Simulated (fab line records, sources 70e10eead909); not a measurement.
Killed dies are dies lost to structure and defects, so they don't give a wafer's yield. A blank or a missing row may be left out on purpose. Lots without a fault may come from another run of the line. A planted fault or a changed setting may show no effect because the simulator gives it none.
fab line records | flow nand_harc
record lots=5 wafers=15 last_day=23
route steps=1159 shown A_CONTACT@929 END@1159
lots that met no fault: from a run of the same line without faults
start_h: hours from the record's first day to the start of the lot's first wafer shown | wait_h: hours since the lot's step before | " the same as in the row above | L1.1+2: a row that stands for several wafers | - no value, or no start given | * or withheld: withheld | < > ~ a bound
route shown NAME@n: a module of which the file shows steps, and the number in the route of the first | usual: mean/standard deviation of fault-free wafers | same: alike in all rows | chamber/n: place in a boat | sites: the reading at each site | _std_site: their standard deviation | _edge_site: outer sites' mean less inner sites' | radius_mm: how far each site lies from the wafer's centre | mask NAME#n: copy n | behind: the tool/chamber that last shaped the wafer | hold: why the lot was held/for how many hours/how that ended | device: the transistor (n, p or np) that didn't switch | end of line: the same wafers' tests at the end of the route | a step without rows: its recipe alone | killed: dies lost to structure and defects at the first sort, not the wafer's yield | map: a wafer's dies, x killed, . not, _ none there
set.NAME: the setting as run; set.NAME@STEP: as run at that earlier step | model.NAME: the simulator's own value behind a step, which no gauge read
lots at some steps of the route; a table a step, a row a wafer
services: from which hour (start_h, from the record's first day; less than 0 if before it) a tool's chamber was out of use, for how many hours, and why
## steps
# step NHARC_A_CONTACT_COAT_02
# recipe spin_rpm=1500 resist_thk_nm=90
# step NHARC_A_CONTACT_SOFTBAKE_03
# recipe temp_c=105 time_s=55
# step NHARC_A_CONTACT_EBR_04
# step NHARC_A_CONTACT_EXPOSE_05
# recipe na=1.35 sigma_outer=0.8 dose_mj=84.24 mask_id=A_CC
# step NHARC_A_CONTACT_PEB_06
# recipe peb_temp_c=100 peb_time_s=65
# step NHARC_A_CONTACT_DEVELOP_07
# recipe develop_time_s=35 dev_temp_c=23
# step NHARC_A_CONTACT_CD_MEAS_08
# recipe target_cd_nm=100 landing_energy_ev=500
# usual cd_nm=99.8/0.51
# same landing_energy_ev=500
# columns lot.wafer tool chamber start_h wait_h cd_nm
L218.4 cd_sem-03 0 381.58 - 99.5
L218.5 " 0 " " 98.5
L218.6 " 0 " " 99.7
L220.4 cd_sem-02 0 393.88 - 99.5
L220.5 " 0 " " 100.2
L220.6 " 0 " " 99.3
L224.3 cd_sem-02 0 413.93 - 99.3
L224.5 " 0 " " 99.9
L224.6 " 0 " " 99.5
L225.1 cd_sem-03 0 421.39 - 99.7
L225.2 " 0 " " 99.6
L225.4 " 0 " " 99.8
L234.2 cd_sem-02 0 490.69 - 99.4
L234.3 " 0 " " 99.7
L234.6 " 0 " " 99.3
# step NHARC_A_CONTACT_OVL_MEAS_09
# usual overlay_x_nm=-0.1/0.93 overlay_y_nm=-0.3/0.73
# columns lot.wafer tool chamber start_h wait_h overlay_x_nm overlay_y_nm
L218.4 overlay-01 - 381.66 - -0.3 -1.2
L218.5 " - " " -0.3 -1.6
L218.6 " - " " -0.2 -1.6
L220.4 overlay-01 - 393.98 - 0.0 -1.1
L220.5 " - " " 0.3 -0.5
L220.6 " - " " -0.2 -1.3
L224.3 overlay-02 - 414.02 - 0.4 -0.4
L224.5 " - " " 0.7 -0.5
L224.6 " - " " 1.0 0.1
L225.1 overlay-01 - 421.48 - 0.0 -0.3
L225.2 " - " " 0.1 0.1
L225.4 " - " " 0.1 0.4
L234.2 overlay-02 - 490.77 - 1.1 0.0
L234.3 " - " " 0.9 0.5
L234.6 " - " " 0.9 0.2
# step NHARC_A_CONTACT_INSPECT_10
# usual raw_defect_count=28/13
# columns lot.wafer tool chamber start_h wait_h raw_defect_count
L218.4 defect_inspect-02 - 381.70 0.0 16
L218.5 " - " " 6
L218.6 " - " " 10
L220.4 defect_inspect-01 - 394.02 0.0 6
L220.5 " - " " 4
L220.6 " - " " 3
L224.3 defect_inspect-01 - 414.05 0.0 35
L224.5 " - " " 33
L224.6 " - " " 32
L225.1 defect_inspect-01 - 421.52 0.0 30
L225.2 " - " " 28
L225.4 " - " " 24
L234.2 defect_inspect-01 - 490.81 0.0 41
L234.3 " - " " 27
L234.6 " - " " 41
# step NHARC_A_CONTACT_DESCUM_13
# recipe time_s=3 o2_flow_sccm=200 ar_flow_sccm=0 bias_power_w=0 chemistry=O2
# usual drypump_motor_current_A=5.7/0.53 oes_product_au=0.998/0.0095 rf_vpp_V=57.7/0.88 showerhead_plenum_p_Torr=1.89/0.063 throttle_valve_pct=11.312/0.0092
# columns lot.wafer tool chamber start_h wait_h drypump_motor_current_A oes_product_au rf_hours_counter_h rf_vpp_V showerhead_plenum_p_Torr throttle_valve_pct
L218.4 rie_diel-02 1 381.75 0.1 5.3 0.993 11 58.5 1.88 11.316
L218.6 " 1 " " 5.3 1.013 - 57.5 1.88 11.311
L218.5 " 2 " " 5.4 1.014 - 57.8 1.89 11.316
L220.4 rie_diel-11 3 394.10 0.1 5.4 1.004 5 57.0 1.83 11.330
L220.6 " 0 " " 6.1 1.002 - 58.7 1.87 11.300
L220.5 " 1 " " 6.4 0.996 - 57.2 1.96 11.302
L224.3 rie_diel-11 3 414.14 0.1 5.4 0.977 18 57.3 1.83 11.310
L224.6 " 0 " " 6.1 0.980 - 58.1 1.86 11.325
L224.5 " 1 " " 6.4 0.995 - 57.9 1.95 11.314
L225.4 rie_diel-11 2 421.59 0.1 5.6 0.986 20 55.6 1.79 11.321
L225.2 " 3 " " 5.4 1.000 20 56.8 1.83 11.298
L225.1 " 0 " " 6.1 0.982 19 58.4 1.86 11.308
L234.2 rie_diel-02 1 490.88 0.1 5.3 1.000 25 56.3 1.88 11.305
L234.3 " 2 " " 5.4 1.007 31 57.5 1.88 11.304
L234.6 " 1 " " 5.3 0.996 - 57.9 1.88 11.297
# step NHARC_A_CONTACT_ETCH_88
# recipe target_depth_a=390 over_etch_frac=0.3 time_s=65 ion_energy_ev=80 cf4_flow_sccm=150 ar_flow_sccm=0 rf_w=300 bias_w=100 chemistry=CF4
# usual drypump_motor_current_A=5.6/0.51 oes_product_au=0.998/0.0086 rf_vpp_V=151.0/1.1 showerhead_plenum_p_Torr=1.74/0.054 throttle_valve_pct=13.284/0.0085
# columns lot.wafer tool chamber start_h wait_h drypump_motor_current_A oes_product_au rf_hours_counter_h rf_vpp_V showerhead_plenum_p_Torr throttle_valve_pct
L218.4 rie_diel-02 3 381.85 0.1 5.7 0.996 9 150.6 1.71 13.296
L218.6 " 1 " " 5.4 0.992 - 150.0 1.74 13.289
L218.5 " 2 " " 5.4 1.007 - 151.1 1.74 13.285
L220.4 rie_diel-11 0 394.16 0.1 6.1 0.987 5 150.9 1.73 13.273
L220.6 " 0 " " 6.1 0.987 - 151.2 1.73 13.280
L220.5 " 1 " " 6.4 0.997 - 152.1 1.81 13.283
L224.3 rie_diel-11 0 414.21 0.1 6.1 0.990 17 150.0 1.73 13.295
L224.6 " 3 " " 5.4 0.986 - 151.0 1.69 13.279
L224.5 " 0 " " 6.1 0.983 - 151.9 1.73 13.275
L225.4 rie_diel-11 2 421.67 0.1 5.6 0.991 20 150.3 1.66 13.284
L225.2 " 3 " " 5.4 0.994 20 150.0 1.69 13.281
L225.1 " 1 " " 6.4 0.992 19 152.4 1.80 13.282
L234.2 rie_diel-02 1 490.97 0.1 5.3 1.002 25 151.7 1.74 13.282
L234.3 " 2 " " 5.4 1.001 31 150.9 1.74 13.294
L234.6 " 0 " " 4.7 0.997 - 152.7 1.81 13.299
# step NHARC_A_CONTACT_ETCH_89
# recipe target_depth_a=2600 over_etch_frac=0.3 time_s=475.3 ion_energy_ev=200 n2_flow_sccm=150 h2_flow_sccm=150 ar_flow_sccm=0 rf_w=400 bias_w=150 chemistry=N2/H2
# usual drypump_motor_current_A=5.6/0.54 oes_product_au=0.998/0.0094 rf_vpp_V=429.7/2.2 showerhead_plenum_p_Torr=2.01/0.071 throttle_valve_pct=14.170/0.0083
# columns lot.wafer tool chamber start_h wait_h drypump_motor_current_A oes_product_au rf_hours_counter_h rf_vpp_V showerhead_plenum_p_Torr throttle_valve_pct
L218.4 rie_diel-02 1 - - 5.3 0.996 11 429.4 2.01 14.169
L218.6 " 2 " " 5.4 1.010 - 430.7 2.01 14.169
L218.5 " 3 " " 5.7 0.999 - 428.6 1.97 14.162
L220.4 rie_diel-11 3 - - 5.4 1.001 5 427.9 1.95 14.170
L220.5 " 2 " " 5.7 0.992 - 429.1 1.91 14.181
L220.6 " 3 " " 5.4 0.996 - 428.4 1.95 14.179
L224.3 rie_diel-11 0 - - 6.1 0.975 17 429.3 1.99 14.169
L224.5 " 0 " " 6.1 0.982 - 428.6 1.99 14.158
L224.6 " 1 " " 6.4 0.991 - 432.8 2.08 14.160
L225.2 rie_diel-11 3 - - 5.4 0.996 20 428.9 1.94 14.173
L225.4 " 0 " " 6.1 0.995 19 427.5 1.99 14.183
L225.1 " 1 " " 6.4 1.010 19 430.4 2.08 14.164
L234.2 rie_diel-02 2 - - 5.3 1.006 31 429.0 2.00 14.172
L234.3 " 3 " " 5.7 1.008 31 428.5 1.96 14.162
L234.6 " 1 " " 5.4 1.012 - 429.6 2.00 14.168
# step NHARC_A_CONTACT_ETCH_30
# recipe target_depth_a=605 time_s=30.2 cf4_flow_sccm=100 chf3_flow_sccm=30 ar_flow_sccm=0 rf_w=500 bias_w=200 chemistry=CF4/CHF3
# usual drypump_motor_current_A=5.6/0.52 oes_product_au=0.937/0.022 rf_vpp_V=369.8/1.9 showerhead_plenum_p_Torr=1.55/0.05 throttle_valve_pct=16.803/0.0094
# columns lot.wafer tool chamber start_h wait_h drypump_motor_current_A oes_product_au rf_hours_counter_h rf_vpp_V showerhead_plenum_p_Torr throttle_valve_pct
L218.4 rie_diel-02 0 382.29 - 4.7 0.923 10 371.0 1.61 16.798
L218.5 " 1 " " 5.3 0.935 - 370.7 1.55 16.800
L218.6 " 2 " " 5.3 0.933 - 369.0 1.55 16.809
L220.4 rie_diel-11 3 394.69 - 5.4 0.928 5 369.9 1.51 16.801
L220.5 " 3 " " 5.4 0.920 - 368.9 1.51 16.800
L220.6 " 0 " " 6.1 0.910 - 369.7 1.54 16.796
L224.3 rie_diel-11 0 414.71 - 6.1 0.930 17 369.0 1.54 16.804
L224.5 " 2 " " 5.6 0.946 - 367.1 1.47 16.803
L224.6 " 3 " " 5.4 0.949 - 367.7 1.51 16.779
L225.2 rie_diel-11 1 422.10 - 6.4 0.922 19 372.0 1.60 16.785
L225.4 " 2 " " 5.6 0.922 20 366.9 1.47 16.817
L225.1 " 0 " " 6.1 0.916 19 367.7 1.53 16.794
L234.2 rie_diel-02 3 491.42 - 5.7 0.989 31 368.4 1.52 16.797
L234.3 " 0 " " 4.7 0.848 30 372.1 1.61 16.785
L234.6 " 0 " " 4.7 0.859 - 371.9 1.61 16.812
# step NHARC_A_CONTACT_ETCH_31
# recipe target_depth_a=20000 over_etch_frac=0.3 time_s=520 ion_energy_ev=150 o2_flow_sccm=400 cos_flow_sccm=20 ar_flow_sccm=0 rf_w=500 bias_w=300 chemistry=O2/COS
# usual drypump_motor_current_A=5.6/0.53 oes_product_au=0.998/0.0092 rf_vpp_V=313.4/1.7 showerhead_plenum_p_Torr=3.08/0.097 throttle_valve_pct=28.329/0.0094
# columns lot.wafer tool chamber start_h wait_h drypump_motor_current_A oes_product_au rf_hours_counter_h rf_vpp_V showerhead_plenum_p_Torr throttle_valve_pct
L218.4 rie_diel-02 2 - - 5.4 1.016 10 313.8 3.08 28.338
L218.6 " 0 " " 4.7 0.999 - 315.3 3.20 28.324
L218.5 " 1 " " 5.3 1.010 - 313.1 3.08 28.353
L220.4 rie_diel-11 2 - - 5.6 0.993 6 313.8 2.93 28.315
L220.5 " 2 " " 5.7 1.003 - 310.6 2.93 28.327
L220.6 " 3 " " 5.4 1.003 - 311.7 2.99 28.327
L224.3 rie_diel-11 1 - - 6.4 1.006 17 312.5 3.18 28.333
L224.6 " 0 " " 6.1 0.986 - 312.3 3.05 28.352
L224.5 " 1 " " 6.4 1.001 - 315.8 3.18 28.339
L225.2 rie_diel-11 3 - - 5.4 0.999 20 311.5 2.99 28.330
L225.1 " 1 " " 6.4 0.993 19 314.3 3.18 28.320
L225.4 " 2 " " 5.6 0.990 20 310.7 2.93 28.338
L234.2 rie_diel-02 2 - - 5.4 1.012 31 313.3 3.07 28.320
L234.3 " 1 " " 5.3 1.004 26 313.5 3.07 28.343
L234.6 " 2 " " 5.4 0.999 - 313.7 3.07 28.326
# step NHARC_END_SORT_01
# recipe temp_c=25
# usual killed_at_array=26/10 killed_at_other=0.5/0.87 killed_at_periphery=3.0/2.5 killed_dies=29/11 killed_open=3.3/1.9 killed_short=1.8/1.5
# same gross_dies=677
# columns lot.wafer tool chamber start_h wait_h killed_at_array killed_at_other killed_at_periphery killed_dies killed_open killed_short
L218.4 prober-02 0 441.56 3.4 16 1 0 17 1 2
L218.5 prober-02 0 442.36 3.7 9 1 2 12 3 1
L218.6 prober-02 0 443.15 4.0 14 0 4 18 2 5
L220.4 prober-02 0 454.95 3.4 10 0 0 10 4 4
L220.5 prober-02 0 455.75 3.7 6 0 0 6 0 2
L220.6 prober-02 0 456.56 4.0 8 0 2 10 4 5
L234.2 prober-01 0 550.91 2.8 33 0 0 33 2 0
L234.3 prober-01 0 551.71 3.1 22 0 4 26 3 1
L234.6 prober-01 0 554.11 4.0 43 0 0 43 4 4
# killed by level:class
L218.4 A_CHANNEL_HOLE_D1:chamber_film_flake=5 A_CONTACT:chamber_film_flake=3 A_ZERO_WELL:chamber_film_flake=2 A_SLIT:chamber_film_flake=2 A_CHANNEL_FILL_D1:geometric_particle:open=1 A_WL_FILL:geometric_particle:short=1 A_M0:geometric_particle:short=1 A_CHANNEL_FILL_D1:chamber_film_flake=1
L218.5 A_CHANNEL_HOLE_D1:chamber_film_flake=3 A_BLC:geometric_particle:open=2 P_M1:geometric_particle:short=1 A_WL_FILL:geometric_particle:open=1 P_ZERO_WELL:chamber_film_flake=1 A_SLIT:unspecified=1 A_SLIT:chamber_film_flake=1 A_CONTACT:chamber_film_flake=1
L218.6 A_ZERO_WELL:chamber_film_flake=3 A_WL_FILL:geometric_particle:short=2 A_CHANNEL_HOLE_D1:chamber_film_flake=2 A_CHANNEL_FILL_D1:chamber_film_flake=2 P_CONTACT:geometric_particle:open=1 A_CHANNEL_FILL_D1:geometric_particle:short=1 A_SLIT:geometric_particle:short=1 A_WL_FILL:geometric_particle:open=1
L220.4 A_CONTACT:geometric_particle:short=2 A_CONTACT:geometric_particle:open=2 A_CHANNEL_HOLE_D1:chamber_film_flake=2 A_ONON_D1:geometric_particle:open=1 A_ONON_D1:geometric_particle:short=1 A_STAIRCASE:geometric_particle:short=1 A_BLC:geometric_particle:open=1
L220.5 A_CHANNEL_HOLE_D1:chamber_film_flake=3 A_CHANNEL_FILL_D1:geometric_particle:short=1 A_WL_FILL:geometric_particle:short=1 A_CHANNEL_FILL_D1:chamber_film_flake=1
L220.6 A_CHANNEL_FILL_D1:geometric_particle:open=2 P_CONTACT:geometric_particle:short=1 P_M2:geometric_particle:open=1 A_CHANNEL_FILL_D1:geometric_particle:short=1 A_SGD_CUT:geometric_particle:short=1 A_CONTACT:geometric_particle:short=1 A_CONTACT:geometric_particle:open=1 A_M0:geometric_particle:short=1
L234.2 A_CHANNEL_HOLE_D1:chamber_film_flake=27 A_STAIRCASE:chamber_film_flake=3 A_CHANNEL_FILL_D1:geometric_particle:open=1 A_M0:geometric_particle:open=1 A_WL_FILL:chamber_film_flake=1
L234.3 A_CHANNEL_HOLE_D1:chamber_film_flake=11 A_CONTACT:area_etch=5 P_GATE:chamber_film_flake=2 A_STAIRCASE:chamber_film_flake=2 P_GATE:geometric_particle:open=1 P_CONTACT:geometric_particle:open=1 A_WL_FILL:geometric_particle:short=1 A_WL_FILL:geometric_particle:open=1
L234.6 A_CHANNEL_HOLE_D1:chamber_film_flake=24 A_STAIRCASE:chamber_film_flake=5 A_CONTACT:area_etch=4 A_CONTACT:geometric_particle:short=2 A_CONTACT:geometric_particle:open=2 A_CHANNEL_FILL_D1:geometric_particle:open=1 A_SGD_CUT:geometric_particle:open=1 A_WL_FILL:geometric_particle:short=1
## services
# columns tool chamber start_h hours kind
rie_diel-11 1 361.75 2.5 repair
rie_diel-11 - 366.50 9.0 pm
rie_diel-11 0 366.50 9.0 vent_cycle
rie_diel-11 1 366.50 9.0 vent_cycle
rie_diel-11 2 366.50 9.0 vent_cycle
rie_diel-11 3 366.50 9.0 vent_cycle
rie_diel-11 0 375.50 - clean
rie_diel-11 1 375.50 - clean
rie_diel-11 2 375.50 - clean
rie_diel-11 3 375.50 - clean
rie_diel-11 0 400.00 - clean
rie_diel-11 1 400.00 - clean
rie_diel-11 2 400.00 - clean
rie_diel-11 3 400.00 - clean
rie_diel-02 - 406.24 0.3 repair
rie_diel-11 0 424.50 - clean
rie_diel-11 1 424.50 - clean
rie_diel-11 2 424.50 - clean
rie_diel-11 3 424.50 - clean
rie_diel-02 1 428.88 15.5 repair
rie_diel-11 0 449.02 - clean
rie_diel-11 1 449.02 - clean
rie_diel-11 2 449.02 - clean
rie_diel-11 2 473.71 9.0 repair
## key
first_sign step=NHARC_A_CONTACT_ETCH_30 reading=oes_product_au direction=down sigmas=3.7 usual=0.937 struck=0.853
effect none on later readings
met_at NHARC_A_CONTACT_ETCH_30
struck_wafers L234.3,L234.6
tester_left_out L234
onset_between 382.29 491.42
fault kind=process_parameter_drift tool=rie_diel-02 chamber=0 onset_h=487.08 steps=NHARC_A_CONTACT_ETCH_30 channel=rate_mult offset=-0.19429 shape=step end_h=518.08
# tester_left_out: of these lots the tester's yield and bins aren't shown, on N5 and GAA mostly nor the transistor test; their killed dies are dies lost to structure and defects alone, not to doping, threshold or leakage, so they don't give the yield
